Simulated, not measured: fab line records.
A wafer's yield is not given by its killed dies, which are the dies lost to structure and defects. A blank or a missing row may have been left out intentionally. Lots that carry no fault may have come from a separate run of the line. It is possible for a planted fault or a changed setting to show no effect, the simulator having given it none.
One fault through the eyes of 2 desks ; flow n5Finfet ; numbers are kept per desk, each desk with only its own; the story behind them comes last

== AT THE METROLOGY DESK ==
Means of the sampled wafers that have a number, per lot and without regard to the tool the lot ran on: this is what the gauges read. If a lot's mean is further than 4 standard deviations from the usual mean, the lot is out of limits and carries the mark OUT (the distance appears in the brackets). Of its 14 readings 7 are shown: the one that was out of limits first, and those that lie furthest out on some lot.
Columns: A = ION_N at N5_BEOL_M4_RC_MEAS_101, usual 677 uA/um; B = VT_N at N5_BEOL_M4_RC_MEAS_101, usual 250 mV; C = VT_P at N5_BEOL_M4_RC_MEAS_101, usual -251 mV; D = cdNm at N5_BEOL_M9_CD_MEAS_28, usual 69.90 nm; E = V8_OVL at N5_BEOL_M9_OVL_MEAS_29, usual 0.2 nm; F = trenchDepthNm at N5_BEOL_M9_OCD_MEAS_38, usual 151.1 nm; G = cdNm at N5_BEOL_M9_CD_MEAS_35, usual 70.4 nm
lot;first seen here;A;B;C;D;E;F;G
L835;day 8 15:29;675;250;-256;70.22;1.3;148.2;70.0
L837;day 9 05:58;675;250;-256;69.82;0.7;147.7;71.2
L839;day 9 08:56;680;248;-249;70.15;0.3;151.6;69.6
L840;day 9 12:27;664;254;-252;69.68;0.1;154.6;71.5
L843;day 10 10:13;663;253;-250;69.67;-0.3;72.0 (-32) OUT;70.1
L845;day 10 15:20;662;248;-251;69.95;-0.4;51.7 (-40) OUT;70.5
L855;day 13 15:20;678;251;-256;69.81;0.8;153.6;70.7
L858;day 14 14:02;700;245;-249;70.50;0.2;150.2;70.9
This desk's verdict: out of limits on L843, L845, starting with L843 at day 12 11:01 (trenchDepthNm at N5_BEOL_M9_OCD_MEAS_38). In limits: L835, L837, L839, L840, L855, L858.

== AT THE TOOL OWNER'S DESK: pvdSputter-02 ==
The tool's own readings at N5_BEOL_M9_HM_DEP_02 (deposits TiN, target thk 20 nm): means of the sampled wafers that have a number, for each lot that ran on this tool. If a lot's mean is further than 4 standard deviations from the usual mean, the lot is out of limits and carries the mark OUT (the distance appears in the brackets).
Columns: A = throttleValvePct at N5_BEOL_M9_HM_DEP_02, usual 30.5 %
lot;first seen here;A
L835;day 10 08:43;30.5
L837;day 10 21:57;30.4
L840;day 11 10:11;30.3
L839;day 11 10:17;30.3
L843;day 12 08:22;30.1
L845;day 12 14:44;30.2
L855;day 15 03:58;30.7
Finding of this desk: none of the 7 lots has anything out of limits.

== TAKEN TOGETHER ==
At day 12 11:01 the metrology desk could have sounded an alarm, on L843, L845.
Nothing out of limits was seen by the tool owner's desk.
The tool owner's desk has L843, L845 on record, within its limits.
Of the lots named, all ran N5_BEOL_M9_HM_DEP_02 on pvdSputter-02.

== WHAT THE SIMULATOR HAD INSERTED ==
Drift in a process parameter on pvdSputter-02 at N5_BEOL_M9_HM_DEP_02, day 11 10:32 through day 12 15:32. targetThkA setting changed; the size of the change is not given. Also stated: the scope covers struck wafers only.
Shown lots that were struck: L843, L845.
Hours from the fault's start to each desk's first reading out of limits: the metrology desk, 24.
